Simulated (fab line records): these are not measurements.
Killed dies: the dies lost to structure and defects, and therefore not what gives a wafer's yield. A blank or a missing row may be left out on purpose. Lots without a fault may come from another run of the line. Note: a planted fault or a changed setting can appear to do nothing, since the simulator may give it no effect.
Chamber matching | flow nand harc | 3 sister chambers for NHARC_A_M0_PRE_CLEAN_31 on pecvd-02
The step time 12 s. 6 wafers are shown with their chamber, then 12 later ones without.

== WAFERS WITH THEIR CHAMBER ==
wafer  | chamber | heater power w (W)
L084.6 | 2       | 601
L086.2 | 2       | 590
L086.4 | 1       | 638
L088.1 | 0       | 622
L088.2 | 1       | 562
L088.6 | 0       | 618

== WAFERS WHOSE CHAMBER IS MISSING ==
wafer  | heater power w (W)
L091.3 | 635
L091.4 | 550
L091.5 | 664
L094.1 | 621
L094.4 | 626
L094.6 | 596
L093.4 | 616
L093.5 | 517
L093.6 | 658
L097.1 | 690
L097.2 | 587
L097.6 | 649

== WHICH CHAMBER EACH ONE RAN IN ==
wafer  | from the rows above          | in truth
L091.3 | can't be placed: 0 or 1 or 2 | 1
L091.4 | can't be placed: 2 or 1 or 0 | 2
L091.5 | can't be placed: 0 or 1 or 2 | 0
L094.1 | can't be placed: 0 or 1 or 2 | 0
L094.4 | can't be placed: 0 or 1 or 2 | 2
L094.6 | can't be placed: 2 or 1 or 0 | 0
L093.4 | can't be placed: 0 or 1 or 2 | 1
L093.5 | can't be placed: 2 or 1 or 0 | 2
L093.6 | can't be placed: 0 or 1 or 2 | 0
L097.1 | can't be placed: 0 or 1 or 2 | 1
L097.2 | can't be placed: 2 or 1 or 0 | 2
L097.6 | can't be placed: 0 or 1 or 2 | 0
Placed correctly: 0 of 12. Unplaceable from these rows: 12, with the true chamber sitting among the candidates in 12. Wrongly placed: 0.
How it was worked out, from the rows above alone: a wafer's distance from a chamber is the root of the sum, over the readings, of the square of ((its reading less the chamber's mean) divided by the reading's scatter). The wafer belongs to the nearest chamber; if the next one is less than 2 further off, it can't be placed. A chamber's mean is the mean of its shown wafers. The scatter: the root of (the sum of the squares of (reading less its chamber's mean) over the shown wafers, divided by (wafers less chambers)).
